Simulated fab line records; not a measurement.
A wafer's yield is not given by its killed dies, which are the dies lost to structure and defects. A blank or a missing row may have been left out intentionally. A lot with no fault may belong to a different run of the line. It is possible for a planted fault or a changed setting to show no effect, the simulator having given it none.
Comparing a struck lot with a sound one	flow n5-finfet	15 steps out of a route of 1938
Sound: wafers L163.4, L163.5, L163.6. Wafers struck: L167.1, L167.5, L167.6. The cause is named last.
For every step that has rows: the tool of each side, followed by ch and its chambers, followed by its first start. Under that, the readings that differ: sound wafers	struck wafers	difference of the means	sigmas: that difference in standard deviations of wafers without a fault.
alike: words and numbers the same on both sides, and readings whose means are apart by under 2 such deviations; not compared: readings that were withheld, readings missing a value for some wafer, numbers with overlapping values and no deviation given by the record, and bounds like >300 which may hide the same value.
The two part at a step that has a row with sigmas, a row that says differs or no value, or rows on one side only. Numbers that have no deviation but don't overlap get no sigmas and don't part them. A reading missing from all wafers of one side parts the sides only when that side holds two or more wafers.

first, 3 steps without rows for these wafers: N5_FIN_SAQP_SRD_66 (time 30 s); N5_FIN_SAQP_RECESS_75 (chemistry HF/NH3, target SiO2, target depth 14.4 nm, afs cycles 3, sublimation time 60 s); N5_FIN_SAQP_SPACER1_ALD_24 (deposits SiO2, target thk 20.3 nm, pulse time 1 s, purge time 2 s).
N5_FIN_SAQP_SPACER1_ETCHBACK_25: etches SiO2 in CHF3/O2, target depth 24.4 nm, time 12.2 s.
  sound on rie-diel-05 ch 0,1,2, day 3 05:55; struck on rie-diel-06 ch 1,2, day 4 05:58
  alike: drypump-motor-current-A, oes_o_777_au, oes-product-au, rf-vpp-V, showerhead-plenum-p-Torr, throttle-valve-pct
  not compared: rf-hours-counter-h
N5_FIN_SAQP_MANDREL1_REMOVE_56: chemistry HBr/Cl2/O2, target a-Si, stops on SiNx, bt time 10 s.
  sound on rie-si-01 ch 0,2,3, day 3 06:01; struck on rie-si-04 ch 1,2,3, day 4 06:04
  alike: drypump-motor-current-A, mfc-cl2-sccm, oes_o_777_au, oes-product-au, throttle-valve-pct
  not compared: rf-hours-counter-h
N5_FIN_SAQP_CD_MEAS_27: the cd target is 20 nm.
  sound on cd-sem-02 ch 0, day 3 06:08; struck on cd-sem-02 ch 0, day 4 06:10
  alike: cd-nm
then, 1 step without rows for these wafers: N5_FIN_SAQP_ETCH_57 (etches SiNx in CH3F/O2, target depth 32.5 nm, time 46.4 s).
N5_FIN_SAQP_ETCH_65: etches SiO2 in CF4, target depth 4 nm, time 4.4 s.
  sound on rie-si-04 ch 0,2,3, day 3 06:19; struck on rie-si-02 ch 0,1,3, day 4 06:31
  alike: drypump-motor-current-A, oes-product-au, throttle-valve-pct
  not compared: rf-hours-counter-h
then, 1 step without rows for these wafers: N5_FIN_SAQP_MANDREL_ETCH_58 (etches a-Si in HBr/Cl2, stops on SiNx, target depth 45 nm, bt time 10 s, time 27 s).
N5_FIN_SAQP_RECESS_63: chemistry HF/NH3, target SiO2, target depth 18 nm, afs cycles 3, sublimation time 60 s.
  sound on vapor-etch-01 ch 0,1, day 3 06:31; struck on vapor-etch-01 ch 0,1, day 4 06:38
  alike: drypump-motor-current-A, sublimation-temp-c
then, 2 steps without rows for these wafers: N5_FIN_SAQP_COAT_68 (time 60 s, resist thk 100 nm); N5_FIN_SAQP_ETCH_69 (etches SOC in N2/H2, stops on SiNx, target depth 150 nm).
N5_FIN_SAQP_ETCH_67: etches SiNx in CH3F/O2, target depth 30 nm.
  sound on rie-diel-06 ch 0,1,2, day 3 06:55; struck on rie-diel-06 ch 2,3, day 4 07:09
reading	sound	struck	difference	sigmas
drypump-motor-current-A (A)	6.4 5.9 6.5	5.0 5.9 5.0	-1.0	-2
model.etch.depth-nm (nm)	30.23 30.63 31.7	24.01 24.11 24.2	-6.75	
  alike: oes_o_777_au, oes-product-au, rf-vpp-V, showerhead-plenum-p-Torr, throttle-valve-pct
  not compared: rf-hours-counter-h
N5_FIN_SAQP_STRIP_70: strips in N2/H2.
  sound on rie-diel-06 ch 0,1,2, day 3 06:57; struck on rie-diel-06 ch 2,3, day 4 07:11
  alike: drypump-motor-current-A, oes-product-au, rf-vpp-V, showerhead-plenum-p-Torr, throttle-valve-pct
  not compared: rf-hours-counter-h
following that, these wafers have no rows for 1 step: N5_PASSIVATION_PROBE_49.

## WHERE THEY PART
N5_FIN_SAQP_ETCH_67 only, going by this record. Later steps at which nothing parts them and some readings are alike: N5_FIN_SAQP_STRIP_70.

WHY: what the simulator had put in
Process parameter drift: rie-diel-06, from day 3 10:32 on, at N5_FIN_SAQP_ETCH_67. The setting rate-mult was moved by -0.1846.
